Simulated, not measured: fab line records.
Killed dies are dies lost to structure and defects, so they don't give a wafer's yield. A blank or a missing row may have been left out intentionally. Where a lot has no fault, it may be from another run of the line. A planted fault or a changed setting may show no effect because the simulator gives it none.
fab line records	flow n5-finfet
record: lots: 5	wafers: 15	last-day: 17
route steps=1938 shown BEOL_M4@1099 BEOL_M5@1112 BEOL_M9@1401 PASSIVATION@1936
lots that met no fault: taken from a fault-free run of the same line
start-h: the number of hours between the record's first day and the start of the first shown wafer of the lot	wait-h: how many hours have passed since the lot's step before this one	" the same as in the row above	L1.1+2: a single row standing in for several wafers	- no value, or no start given	* or withheld: withheld	< > ~ a bound
route shown NAME@n: NAME is a module with steps in the file, n the number in the route of the first one	usual: average and standard deviation across the fault-free wafers	same: alike in all rows	chamber/n: place in a boat	sites: each site's reading	_std_site: the standard deviation of these	_edge_site: outer sites' mean less inner sites'	radius-mm: how far each site lies from the wafer's centre	mask NAME#n: copy n	behind: the tool/chamber that last shaped the wafer	hold: reason for holding the lot/hours on hold/outcome of the hold	device: transistor that didn't switch, given as n, p or np	end of line: the route-end tests of the same wafers	a step with no rows: only its recipe	killed: the dies lost at the first sort to structure and to defects; this is not the yield of the wafer	map: the dies of a wafer, with x for killed, . for not killed, _ for no die there
set.NAME: the run value of the setting; set.NAME@STEP: its run value at that earlier step	model.NAME: the simulator's own value behind a step, which no gauge read
lots at selected steps of the route; one table per step, one row per wafer
services: a tool's chamber out of use, with start hour (start-h, from the record's first day; less than 0 if before it), hours out, and reason
== steps ==
step: N5_BEOL_M4_ANNEAL_95
recipe: temp-c: 400	time-s: 240	ambient: vacuum
step: N5_BEOL_M4_SPUTTER_96
recipe: material: Cu	target-thk-a: 45	temp-c: -20	chamber-pressure-pa: 0.07	power-w: withheld	time-s: 8.29
step: N5_BEOL_M4_ECD_50
recipe: material: Cu	target-thk-a: 3000
step: N5_BEOL_M4_ANNEAL_51
recipe: temp-c: 225	time-s: 90	ambient: N2
step: N5_BEOL_M4_CMP_52
recipe: stop-on: SiOC	t-overpolish-s: 6.8	down-force-psi: 1	platen-rpm: 50	clearing-platen-down-force-psi: 1.5	clearing-platen-rpm: 50	post-cmp-clean: cu-alkaline	target-thk-nm: 40	clearing-platen-pad-velocity-m-s: 0.99484	pad-velocity-m-s: 0.99484
step: N5_BEOL_M4_PRE_CLEAN_60
recipe: gas: NH3/H2	time-s: 15	temp-c: *	rf-power-w: 300
step: N5_BEOL_M4_CO_CAP_55
recipe: material: Co	target-thk-a: 20	temp-c: 200	precursor: CCTBA/H2	pressure-torr: 30	time-s: 102.1
step: N5_BEOL_M4_PRE_CLEAN_56
recipe: gas: NH3	time-s: 15	temp-c: withheld	rf-power-w: 300
step: N5_BEOL_M4_DEP_57
recipe: material: SiCN	target-thk-a: 80	temp-c: withheld	precursor: 3MS/NH3	pressure-torr: 3	rf-w: 202	time-s: 14
step: N5_BEOL_M4_RC_MEAS_101
usual: DIBL_N: 36.9/1.7	DIBL_P: 37.3/2.3	IOFF_N: 0.16/0.033	IOFF_P: 0.22/0.04	ION_N: 673/12	ION_P: 463/8	SS_N: 71.6/0.58	SS_P: 73.4/0.74	VT_N: 250/3.2	VT_P: -250/3.4
lot.wafer	tool	chamber	start-h	wait-h	DIBL_N[mV/V]	DIBL_P[mV/V]	IOFF_N[nA/um]	IOFF_P[nA/um]	ION_N[uA/um]	ION_P[uA/um]	SS_N[mV/dec]	SS_P[mV/dec]	VT_N[mV]	VT_P[mV]
L921.1	prober-02	0	225.44	0.0	38.9	38.5	0.18	0.27	675	470	72.4	74.2	253	-245
L921.4	"	0	"	"	36.1	36.2	0.14	0.23	663	466	71.3	72.8	251	-250
L921.5	"	0	"	"	39.2	41.3	0.21	0.34	680	475	72.0	73.9	247	-241
L929.1	prober-01	0	271.79	0.0	32.8	30.3	0.09	0.14	654	454	70.1	71.5	256	-254
L929.4	"	0	"	"	34.8	32.6	0.11	0.17	671	463	70.9	72.6	255	-248
L929.5	"	0	"	"	37.4	35.4	0.14	0.19	678	464	71.7	73.2	253	-250
L928.2	prober-01	0	274.04	0.2	31.0	31.9	0.10	0.14	656	458	70.2	71.4	255	-253
L928.3	"	0	"	"	34.2	35.3	0.14	0.18	662	453	71.2	72.3	250	-251
L928.6	"	0	"	"	33.9	34.6	0.13	0.19	667	460	71.1	73.0	250	-251
L930.1	prober-01	0	290.80	0.0	38.8	37.5	0.17	0.21	669	456	71.9	72.7	252	-250
L930.3	"	0	"	"	39.1	39.2	0.19	0.26	684	471	72.3	74.8	246	-250
L930.4	"	0	"	"	38.8	38.8	0.19	0.27	698	480	71.7	74.0	245	-247
L934.1	prober-02	0	310.92	0.0	36.1	35.6	0.12	0.18	661	457	71.6	72.2	255	-253
L934.3	"	0	"	"	37.0	37.3	0.14	0.21	683	468	70.8	72.8	251	-250
L934.6	"	0	"	"	35.4	35.4	0.12	0.18	666	467	71.0	72.0	256	-251
step: N5_BEOL_M5_ILD_DEP_00
recipe: material: SiCOH_lowk	target-thk-a: 1406.4	temp-c: 300	precursor: DEMS/porogen	pressure-torr: 5	rf-w: 500	time-s: 25.9
step: N5_BEOL_M5_CURE_79
recipe: temp-c: 385	time-s: 240	ambient: He/Ar	material: SiCOH_lowk
step: N5_BEOL_M5_PECVD_70
recipe: material: SiO2	target-thk-a: 160	temp-c: 400	precursor: TEOS/O2	pressure-torr: 5.5	rf-w: 450	teos-flow-sccm: 53.8	gas: O2	flow-sccm: 3000	time-s: 18
step: N5_BEOL_M5_HM_DEP_02
recipe: material: TiN	target-thk-a: 200	temp-c: 25	chamber-pressure-pa: 0.49996
step: N5_BEOL_M5_COAT_59
recipe: resist: SOC	temp-c: 250	time-s: 60	spin-rpm: 1500	resist-thk-nm: 60
step: N5_BEOL_M5_COAT_60
recipe: resist: SiARC	temp-c: 220	time-s: 60	spin-rpm: 1500	resist-thk-nm: 12
step: N5_BEOL_M5_COAT_71
recipe: resist: underlayer	temp-c: 205	time-s: 60	spin-rpm: 1500	resist-thk-nm: 5
step: N5_BEOL_M5_COAT_05
recipe: resist: CAR-EUV	spin-rpm: 1500	resist-thk-nm: 30
step: N5_BEOL_M5_EBR_07
recipe: solvent: PGMEA	ebr-width-mm: 1.5
step: N5_BEOL_M5_SOFTBAKE_06
recipe: temp-c: 110	time-s: 60	resist: CAR-EUV
step: N5_BEOL_M5_EXPOSE_08
recipe: mask-id: M5	na: 0.33	source-shape: annular	sigma-inner: 0.4	sigma-outer: 0.8	polarization: unpolarized	target-cd-nm: 28	dose-mj: 35.75
step: N5_BEOL_M5_PEB_09
recipe: peb-temp-c: 100	peb-time-s: 60	resist: CAR-EUV
step: N5_BEOL_M5_DEVELOP_10
recipe: develop-time-s: 30	developer: TMAH	resist: CAR-EUV	rinse-liquid: surfactant-rinse	dry: air-spin	dev-temp-c: 23
step: N5_BEOL_M5_DESCUM_16
recipe: chemistry: O2	time-s: 7	source-power-w: 50	bias-power-w: 20	pressure-mtorr: 20	rf-frequency-hz: 2.712e+07	temp-c: 40	resist: CAR-EUV	o2-flow-sccm: 225
step: N5_BEOL_M5_ETCH_72
recipe: chemistry: N2/H2	target: underlayer	target-depth-a: 65	mask-material: CAR-EUV	time-s: 5.2	ion-energy-ev: 200	pressure-mtorr: 30	source-w: 840	bias-w: 150	n2-flow-sccm: 200	h2-flow-sccm: 200	ends: cleared
step: N5_BEOL_M5_ETCH_61
recipe: chemistry: CF4	target: SiARC	target-depth-a: 156	mask-material: CAR-EUV	time-s: 26	ion-energy-ev: 80	pressure-mtorr: 40	source-w: 545	bias-w: 36	Ar_flow_sccm: 100	cf4-flow-sccm: 100	ends: cleared
step: N5_BEOL_M5_ETCH_62
recipe: chemistry: N2/H2	target: SOC	target-depth-a: 750	overetch-a: 150	mask-material: SiARC	temp-c: 40	time-s: 112.5	ion-energy-ev: 200	pressure-mtorr: 30	source-w: 840	bias-w: 150	n2-flow-sccm: 200	h2-flow-sccm: 200
step: N5_BEOL_M5_STRIP_63
recipe: chemistry: N2/H2	temp-c: 40	n2-flow-sccm: 200	h2-flow-sccm: 200	rf-frequency-hz: 6e+07
step: N5_BEOL_M5_STRIP_73
recipe: chemistry: N2/H2	temp-c: 40	n2-flow-sccm: 200	h2-flow-sccm: 200	rf-frequency-hz: 6e+07
step: N5_BEOL_M5_STRIP_64
recipe: chemistry: CF4	resist: SiARC	power-w: 300	bias-power-w: 75	pressure-mtorr: 50	cf4-flow-sccm: 150	rf-frequency-hz: 6e+07
step: N5_BEOL_M5_HM_OPEN_17
recipe: chemistry: Cl2/BCl3	target-depth-a: 200	overetch-a: 60	target: TiN	mask-material: SOC	ion-energy-ev: 150	pressure-mtorr: 10	icp-w: 1000	bias-w: 126	Cl2_flow_sccm: 53.25	bcl3-flow-sccm: 21.75	Ar_flow_sccm: 25
step: N5_BEOL_M5_STRIP_19
recipe: chemistry: O2	power-w: 400	temp-c: 40	pressure-mtorr: 30	rf-frequency-hz: 6e+07	bias-power-w: 0	overash-fraction: 0.2	o2-flow-sccm: 225
step: N5_BEOL_M5_COAT_65
recipe: resist: SOC	temp-c: 250	time-s: 60	spin-rpm: 1500	resist-thk-nm: 60
step: N5_BEOL_M5_COAT_66
recipe: resist: SiARC	temp-c: 220	time-s: 60	spin-rpm: 1500	resist-thk-nm: 12
step: N5_BEOL_M9_ILD_DEP_00
recipe: material: SiCOH_lowk	target-thk-a: 3085.1	temp-c: 300	precursor: DEMS/porogen	pressure-torr: 5	rf-w: 500	time-s: 58
usual: chamber-pressure-Torr: 5.000/0.011	heater-power-outer-w: 148/45	heater-power-w: 318/78	showerhead-plenum-p-Torr: 5.735/0.011	throttle-valve-pct: 13.7/0.55
lot.wafer	tool	chamber	start-h	wait-h	chamber-pressure-Torr	heater-power-outer-w	heater-power-w	showerhead-plenum-p-Torr	throttle-valve-pct
L921.1	pecvd-01	0	261.54	0.0	5.014	211	412	5.744	14.2
L921.4	"	1	"	"	4.989	219	431	5.713	14.1
L921.5	"	2	"	"	4.984	207	445	5.726	13.1
L929.1	pecvd-01	1	309.17	0.0	-	-	-	-	-
L929.4	"	2	"	"	-	-	-	-	-
L929.5	"	1	"	"	-	-	-	-	-
L928.2	pecvd-04	0	317.50	0.0	-	-	-	-	-
L928.3	"	2	"	"	-	-	-	-	-
L928.6	"	2	"	"	-	-	-	-	-
L930.1	pecvd-04	1	328.42	0.0	-	-	-	-	-
L930.3	"	2	"	"	-	-	-	-	-
L930.4	"	0	"	"	-	-	-	-	-
L934.1	pecvd-04	2	344.73	0.0	5.005	119	284	5.724	13.0
L934.3	"	0	"	"	5.002	105	258	5.745	13.9
L934.6	"	2	"	"	4.983	133	304	5.733	13.0
step: N5_BEOL_M9_OCD_MEAS_38
usual: trench-depth-nm: 152.1/2.9
lot.wafer	tool	chamber	start-h	wait-h	trench-depth-nm
L921.1	ocd-02	-	272.17	-	152.3
L921.4	"	-	"	"	155.5
L921.5	"	-	"	"	150.0
L929.1	ocd-02	-	313.71	-	-
L929.4	"	-	"	"	-
L929.5	"	-	"	"	-
L928.2	ocd-02	-	324.56	-	-
L928.3	"	-	"	"	-
L928.6	"	-	"	"	-
L930.1	ocd-02	-	331.99	-	-
L930.3	"	-	"	"	-
L930.4	"	-	"	"	-
L934.1	ocd-02	-	349.19	-	152.1
L934.3	"	-	"	"	152.0
L934.6	"	-	"	"	155.8
step: N5_PASSIVATION_PROBE_49
usual: defect-limited-yield: 91.2/1.3	killed_at_M0_to_M3: 34/10	killed_at_M4_up: 13/4.6	killed-at-contacts: 13/5.5	killed-at-front-end: 41/12	killed-at-other: 2.8/2.4	killed-dies: 104/16	killed-on-rim: 14/4.2	killed-open: 67/12	killed-short: 33/7.2	sort_bin_4_leakage: 0.00/0.012	sort_bin_5_function: 5.1/0.86	sort_bin_6_memory: 3.3/0.62	sort-n-pass: 1076/16	sort-yield-pct: 91.2/1.3
same: gross-dies: 1180	killed-at-back-side: 0	sort_bin_8_speed[%]: 0
lot.wafer	tool	chamber	start-h	wait-h	defect-limited-yield[%]	killed_at_M0_to_M3	killed_at_M4_up	killed-at-contacts	killed-at-front-end	killed-at-other	killed-dies	killed-on-rim	killed-open	killed-short	sort_bin_4_leakage[%]	sort_bin_5_function[%]	sort_bin_6_memory[%]	sort-n-pass	sort-yield-pct[%]
L921.1	prober-02	-	335.61	0.0	90.4	37	17	25	31	3	113	16	80	32	0	5.1	4.2	1067	90.4
L921.4	prober-02	-	335.76	0.2	91.6	28	14	11	46	0	99	9	64	31	0	5.3	2.8	1081	91.6
L921.5	prober-02	-	335.81	0.2	87.8	54	23	8	58	1	144	21	105	31	0.08	7.7	4.0	1035	87.7
L929.1	prober-02	-	368.44	0.0	0	13	1159	2	6	0	1180	152	19	8	0	75.0	3.0	0	0
L929.4	prober-02	-	368.59	0.2	0	8	1165	2	5	0	1180	152	9	7	0	72.4	3.1	0	0
L929.5	prober-02	-	368.64	0.2	0	8	1163	3	6	0	1180	152	13	6	0	71.9	2.7	0	0
L928.2	prober-02	-	385.35	0.1	0	6	1164	1	9	0	1180	152	9	8	0	70.8	3.6	0	0
L928.3	prober-02	-	385.40	0.1	0	7	1166	2	5	0	1180	152	11	5	0	74.0	2.2	0	0
L928.6	prober-02	-	385.55	0.3	0	5	1166	2	6	1	1180	152	12	3	0	74.1	2.5	0	0
L930.1	prober-01	-	390.43	0.0	0	5	1162	4	9	0	1180	152	10	8	0	71.0	3.0	0	0
L930.3	prober-01	-	390.53	0.1	0	4	1168	2	6	0	1180	152	11	5	0	73.0	3.3	0	0
L930.4	prober-01	-	390.58	0.2	0	5	1163	1	10	1	1180	152	13	7	0	73.4	2.5	0	0
L934.1	prober-02	-	407.13	0.0	92.2	44	10	9	28	1	92	11	55	31	0	4.0	3.4	1088	92.2
L934.3	prober-02	-	407.23	0.1	92.0	38	13	10	26	7	94	12	62	32	0	4.3	3.6	1086	92.0
L934.6	prober-02	-	407.38	0.3	91.7	45	15	10	25	3	98	15	61	34	0	5.1	3.0	1082	91.7
killed by level:class
L921.1 MOL_CONTACT_COAG:geometric-particle:open=19 BEOL_M1:geometric-particle:open=14 BEOL_M0_SAQP:geometric-particle:open=7 MOL_CONTACT_COAG:geometric-particle:short=6 STARTING-WAFER:geometric-particle:open=6 STI_FIN_REVEAL:geometric-particle:open=5 BEOL_M4:geometric-particle:open=5 BEOL_M5:geometric-particle:open=5
L921.4 FIN_SAQP:geometric-particle:open=10 MOL_CONTACT_COAG:geometric-particle:open=9 STI_FIN_REVEAL:geometric-particle:open=8 GATE_CUT:geometric-particle:short=7 BEOL_M1:geometric-particle:open=6 BEOL_M3:geometric-particle:open=6 FIN_SAQP:geometric-particle:short=5 BEOL_M4:geometric-particle:open=5
L921.5 STI_FIN_REVEAL:geometric-particle:open=19 BEOL_M4:geometric-particle:open=13 FIN_SAQP:geometric-particle:open=12 BEOL_M0_SAQP:geometric-particle:short=12 BEOL_M0_SAQP:geometric-particle:open=12 BEOL_M1:geometric-particle:open=12 BEOL_M3:geometric-particle:open=8 MOL_CONTACT_COAG:geometric-particle:open=6
L929.1 BEOL_M9:lost-pattern=1148 BEOL_M9:area-dep=5 BEOL_M0_SAQP:geometric-particle:open=4 BEOL_M0_SAQP:geometric-particle:short=3 STI_FIN_REVEAL:geometric-particle:open=2 BEOL_M4:geometric-particle:open=2 BEOL_M2:geometric-particle:open=2 FIN_SAQP:geometric-particle:short=1
L929.4 BEOL_M9:lost-pattern=1160 BEOL_M9:area-dep=4 DUMMY_GATE:geometric-particle:open=2 BEOL_M0_SAQP:geometric-particle:short=2 BEOL_M1:geometric-particle:short=2 BEOL_M3:geometric-particle:open=2 ILD0:geometric-particle:open=1 ILD0:geometric-particle:short=1
L929.5 BEOL_M9:lost-pattern=1159 BEOL_M0_SAQP:geometric-particle:open=4 MOL_CONTACT_COAG:geometric-particle:open=3 BEOL_M1:geometric-particle:open=2 BEOL_M4:geometric-particle:open=2 STARTING-WAFER:geometric-particle:short=2 BEOL_M9:area-dep=2 FIN_SAQP:geometric-particle:short=1
L928.2 BEOL_M9:lost-pattern=1152 BEOL_M9:area-dep=11 FIN_SAQP:geometric-particle:short=3 FIN_SAQP:geometric-particle:open=3 BEOL_M2:geometric-particle:short=2 BEOL_M3:geometric-particle:open=2 STI_FIN_REVEAL:geometric-particle:short=1 MOL_CONTACT_COAG:geometric-particle:open=1
L928.3 BEOL_M9:lost-pattern=1158 BEOL_M9:area-dep=6 DUMMY_GATE:geometric-particle:open=4 BEOL_M3:geometric-particle:open=3 MOL_CONTACT_COAG:geometric-particle:open=2 BEOL_M6:geometric-particle:short=2 FIN_SAQP:geometric-particle:short=1 BEOL_M1:geometric-particle:short=1
L928.6 BEOL_M9:lost-pattern=1161 BEOL_M9:area-dep=4 BEOL_M2:geometric-particle:open=3 DUMMY_GATE:geometric-particle:open=2 FIN_SAQP:geometric-particle:short=1 FIN_SAQP:geometric-particle:open=1 STI_FIN_REVEAL:geometric-particle:open=1 GATE_CUT:geometric-particle:open=1
L930.1 BEOL_M9:lost-pattern=1159 ILD0:geometric-particle:short=3 MOL_CONTACT_COAG:geometric-particle:open=3 BEOL_M9:area-dep=3 FIN_SAQP:geometric-particle:short=2 GATE_CUT:geometric-particle:short=2 FIN_SAQP:geometric-particle:open=1 DUMMY_GATE:geometric-particle:open=1
L930.3 BEOL_M9:lost-pattern=1158 BEOL_M9:area-dep=6 MOL_CONTACT_COAG:geometric-particle:short=2 DUMMY_GATE:geometric-particle:open=2 FIN_SAQP:geometric-particle:open=1 FIN_SAQP:geometric-particle:short=1 FIN_CUT:geometric-particle:open=1 GATE_CUT:geometric-particle:open=1
L930.4 BEOL_M9:lost-pattern=1151 BEOL_M9:area-dep=9 FIN_SAQP:geometric-particle:short=3 STI_FIN_REVEAL:geometric-particle:open=2 GATE_CUT:geometric-particle:short=2 FIN_SAQP:geometric-particle:open=1 DUMMY_GATE:geometric-particle:open=1 MOL_CONTACT_COAG:geometric-particle:open=1
L934.1 FIN_SAQP:geometric-particle:short=10 BEOL_M2:geometric-particle:open=10 FIN_SAQP:geometric-particle:open=7 MOL_CONTACT_COAG:geometric-particle:open=7 BEOL_M3:geometric-particle:open=7 BEOL_M0_SAQP:geometric-particle:open=6 BEOL_M0_SAQP:geometric-particle:short=6 BEOL_M1:geometric-particle:open=4
L934.3 BEOL_M2:geometric-particle:open=11 BEOL_M3:geometric-particle:open=10 MOL_CONTACT_COAG:geometric-particle:open=8 BEOL_M1:geometric-particle:open=6 BEOL_M4:geometric-particle:short=6 FIN_SAQP:geometric-particle:open=5 BEOL_M4:geometric-particle:open=5 ILD0:geometric-particle:short=4
L934.6 BEOL_M2:geometric-particle:open=13 BEOL_M3:geometric-particle:open=9 MOL_CONTACT_COAG:geometric-particle:open=7 FIN_SAQP:geometric-particle:short=6 STI_FIN_REVEAL:geometric-particle:open=6 BEOL_M0_SAQP:geometric-particle:short=6 BEOL_M4:geometric-particle:short=6 DUMMY_GATE:geometric-particle:open=5
map L928.2 (x killed, . not)
_________________xxxxxxxxxxxx________________
______________xxxxxxxxxxxxxxxxxx_____________
___________xxxxxxxxxxxxxxxxxxxxxxxx__________
__________xxxxxxxxxxxxxxxxxxxxxxxxxx_________
________xxxxxxxxxxxxxxxxxxxxxxxxxxxxxx_______
_______xxxxxxxxxxxxxxxxxxxxxxxxxxxxxxxx______
______xxxxxxxxxxxxxxxxxxxxxxxxxxxxxxxxxx_____
_____xxxxxxxxxxxxxxxxxxxxxxxxxxxxxxxxxxxx____
____xxxxxxxxxxxxxxxxxxxxxxxxxxxxxxxxxxxxxx___
___xxxxxxxxxxxxxxxxxxxxxxxxxxxxxxxxxxxxxxxx__
___xxxxxxxxxxxxxxxxxxxxxxxxxxxxxxxxxxxxxxxx__
__xxxxxxxxxxxxxxxxxxxxxxxxxxxxxxxxxxxxxxxxxx_
__xxxxxxxxxxxxxxxxxxxxxxxxxxxxxxxxxxxxxxxxxx_
_xxxxxxxxxxxxxxxxxxxxxxxxxxxxxxxxxxxxxxxxxxxx
_xxxxxxxxxxxxxxxxxxxxxxxxxxxxxxxxxxxxxxxxxxxx
_xxxxxxxxxxxxxxxxxxxxxxxxxxxxxxxxxxxxxxxxxxxx
_xxxxxxxxxxxxxxxxxxxxxxxxxxxxxxxxxxxxxxxxxxxx
_xxxxxxxxxxxxxxxxxxxxxxxxxxxxxxxxxxxxxxxxxxxx
_xxxxxxxxxxxxxxxxxxxxxxxxxxxxxxxxxxxxxxxxxxxx
_xxxxxxxxxxxxxxxxxxxxxxxxxxxxxxxxxxxxxxxxxxxx
_xxxxxxxxxxxxxxxxxxxxxxxxxxxxxxxxxxxxxxxxxxxx
__xxxxxxxxxxxxxxxxxxxxxxxxxxxxxxxxxxxxxxxxxx_
__xxxxxxxxxxxxxxxxxxxxxxxxxxxxxxxxxxxxxxxxxx_
___xxxxxxxxxxxxxxxxxxxxxxxxxxxxxxxxxxxxxxxx__
___xxxxxxxxxxxxxxxxxxxxxxxxxxxxxxxxxxxxxxxx__
____xxxxxxxxxxxxxxxxxxxxxxxxxxxxxxxxxxxxxx___
_____xxxxxxxxxxxxxxxxxxxxxxxxxxxxxxxxxxxx____
______xxxxxxxxxxxxxxxxxxxxxxxxxxxxxxxxxx_____
_______xxxxxxxxxxxxxxxxxxxxxxxxxxxxxxxx______
________xxxxxxxxxxxxxxxxxxxxxxxxxxxxxx_______
__________xxxxxxxxxxxxxxxxxxxxxxxxxx_________
___________xxxxxxxxxxxxxxxxxxxxxxxx__________
______________xxxxxxxxxxxxxxxxxx_____________
_________________xxxxxxxxxxxx________________
map L929.1 (x killed, . not)
_________________xxxxxxxxxxxx________________
______________xxxxxxxxxxxxxxxxxx_____________
___________xxxxxxxxxxxxxxxxxxxxxxxx__________
__________xxxxxxxxxxxxxxxxxxxxxxxxxx_________
________xxxxxxxxxxxxxxxxxxxxxxxxxxxxxx_______
_______xxxxxxxxxxxxxxxxxxxxxxxxxxxxxxxx______
______xxxxxxxxxxxxxxxxxxxxxxxxxxxxxxxxxx_____
_____xxxxxxxxxxxxxxxxxxxxxxxxxxxxxxxxxxxx____
____xxxxxxxxxxxxxxxxxxxxxxxxxxxxxxxxxxxxxx___
___xxxxxxxxxxxxxxxxxxxxxxxxxxxxxxxxxxxxxxxx__
___xxxxxxxxxxxxxxxxxxxxxxxxxxxxxxxxxxxxxxxx__
__xxxxxxxxxxxxxxxxxxxxxxxxxxxxxxxxxxxxxxxxxx_
__xxxxxxxxxxxxxxxxxxxxxxxxxxxxxxxxxxxxxxxxxx_
_xxxxxxxxxxxxxxxxxxxxxxxxxxxxxxxxxxxxxxxxxxxx
_xxxxxxxxxxxxxxxxxxxxxxxxxxxxxxxxxxxxxxxxxxxx
_xxxxxxxxxxxxxxxxxxxxxxxxxxxxxxxxxxxxxxxxxxxx
_xxxxxxxxxxxxxxxxxxxxxxxxxxxxxxxxxxxxxxxxxxxx
_xxxxxxxxxxxxxxxxxxxxxxxxxxxxxxxxxxxxxxxxxxxx
_xxxxxxxxxxxxxxxxxxxxxxxxxxxxxxxxxxxxxxxxxxxx
_xxxxxxxxxxxxxxxxxxxxxxxxxxxxxxxxxxxxxxxxxxxx
_xxxxxxxxxxxxxxxxxxxxxxxxxxxxxxxxxxxxxxxxxxxx
__xxxxxxxxxxxxxxxxxxxxxxxxxxxxxxxxxxxxxxxxxx_
__xxxxxxxxxxxxxxxxxxxxxxxxxxxxxxxxxxxxxxxxxx_
___xxxxxxxxxxxxxxxxxxxxxxxxxxxxxxxxxxxxxxxx__
___xxxxxxxxxxxxxxxxxxxxxxxxxxxxxxxxxxxxxxxx__
____xxxxxxxxxxxxxxxxxxxxxxxxxxxxxxxxxxxxxx___
_____xxxxxxxxxxxxxxxxxxxxxxxxxxxxxxxxxxxx____
______xxxxxxxxxxxxxxxxxxxxxxxxxxxxxxxxxx_____
_______xxxxxxxxxxxxxxxxxxxxxxxxxxxxxxxx______
________xxxxxxxxxxxxxxxxxxxxxxxxxxxxxx_______
__________xxxxxxxxxxxxxxxxxxxxxxxxxx_________
___________xxxxxxxxxxxxxxxxxxxxxxxx__________
______________xxxxxxxxxxxxxxxxxx_____________
_________________xxxxxxxxxxxx________________
== services ==
tool	chamber	start-h	hours	kind
pecvd-01	-	266.59	2.8	pm
pecvd-04	0	287.85	5.5	scheduled-down
== key ==
first-sign: step: N5_BEOL_M9_ILD_DEP_00	reading: tool-record	direction: missing
effect: step: N5_BEOL_M9_OCD_MEAS_38	reading: trench-depth-nm	direction: missing
effect: step: N5_PASSIVATION_PROBE_49	reading: killed_at_M4_up	direction: up	sigmas: 99+	usual: 13	struck: 1164
met-at N5_BEOL_M9_ILD_DEP_00
struck-wafers L928.2,L928.3,L928.6,L929.1,L929.4,L929.5,L930.1,L930.3,L930.4
later-rows-left-out L928.2,L928.3,L928.6,L929.1,L929.4,L929.5,L930.1,L930.3,L930.4
onset-between 261.54 309.17
fault: kind: skipped-step-whole	tool: pecvd-01,pecvd-04	chamber: -	onset-h: 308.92	steps: N5_BEOL_M9_ILD_DEP_00	scope: struck-lots-only
later-rows-left-out: the simulator's readings of these wafers behind a module that went badly wrong aren't trusted and aren't shown, but for the sort
